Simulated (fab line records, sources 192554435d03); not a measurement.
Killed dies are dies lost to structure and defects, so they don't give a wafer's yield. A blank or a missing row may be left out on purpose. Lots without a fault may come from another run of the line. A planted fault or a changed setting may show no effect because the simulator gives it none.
Chamber matching | flow n5_finfet | N5_BEOL_M7_ETCH_66 on rie_diel-05: 4 sister chambers
The step etches SOC in N2/H2, target depth 80 nm, overetch 16 nm, time 120 s. 8 wafers are shown with their chamber, then 10 later ones without.

WAFERS WITH THEIR CHAMBER
wafer  | chamber | showerhead_plenum_p_Torr (Torr) | throttle_valve_pct (%)
L079.2 | 2       | 2.57                            | 17.66
L083.4 | 1       | 2.55                            | 17.71
L083.6 | 3       | 2.62                            | 17.92
L084.1 | 2       | 2.56                            | 17.69
L084.2 | 1       | 2.55                            | 17.70
L084.3 | 0       | 2.45                            | 18.14
L084.4 | 3       | 2.61                            | 17.93
L084.5 | 0       | 2.45                            | 18.14

WAFERS WITHOUT THEIR CHAMBER
wafer  | showerhead_plenum_p_Torr (Torr) | throttle_valve_pct (%)
L084.6 | 2.55                            | 17.71
L087.2 | 2.45                            | 18.15
L087.5 | 2.56                            | 17.69
L087.6 | 2.55                            | 17.72
L089.1 | 2.55                            | 17.71
L089.2 | 2.56                            | 17.71
L089.6 | 2.45                            | 18.15
L096.1 | 2.55                            | 17.74
L096.5 | 2.55                            | 17.74
L096.6 | 2.60                            | 17.42

WHICH CHAMBER EACH WENT THROUGH
wafer  | from the rows above     | in truth
L084.6 | 1                       | 1
L087.2 | 0                       | 0
L087.5 | can't be placed: 2 or 1 | 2
L087.6 | 1                       | 1
L089.1 | 1                       | 1
L089.2 | can't be placed: 1 or 2 | 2
L089.6 | 0                       | 0
L096.1 | 1                       | 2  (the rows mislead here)
L096.5 | 1                       | 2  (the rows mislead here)
L096.6 | 2                       | 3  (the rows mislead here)
Placed correctly: 5 of 10. Can't be placed from these rows: 2 (the true chamber is among the candidates in 2). Placed wrongly: 3.
How it was worked out, from the rows above alone: a wafer's distance from a chamber is the root of the sum, over the readings, of the square of ((its reading less the chamber's mean) divided by the reading's scatter). The wafer belongs to the nearest chamber; if the next one is less than 2 further off, it can't be placed. A chamber's mean is the mean of its shown wafers. The scatter: the root of (the sum of the squares of (reading less its chamber's mean) over the shown wafers, divided by (wafers less chambers)).
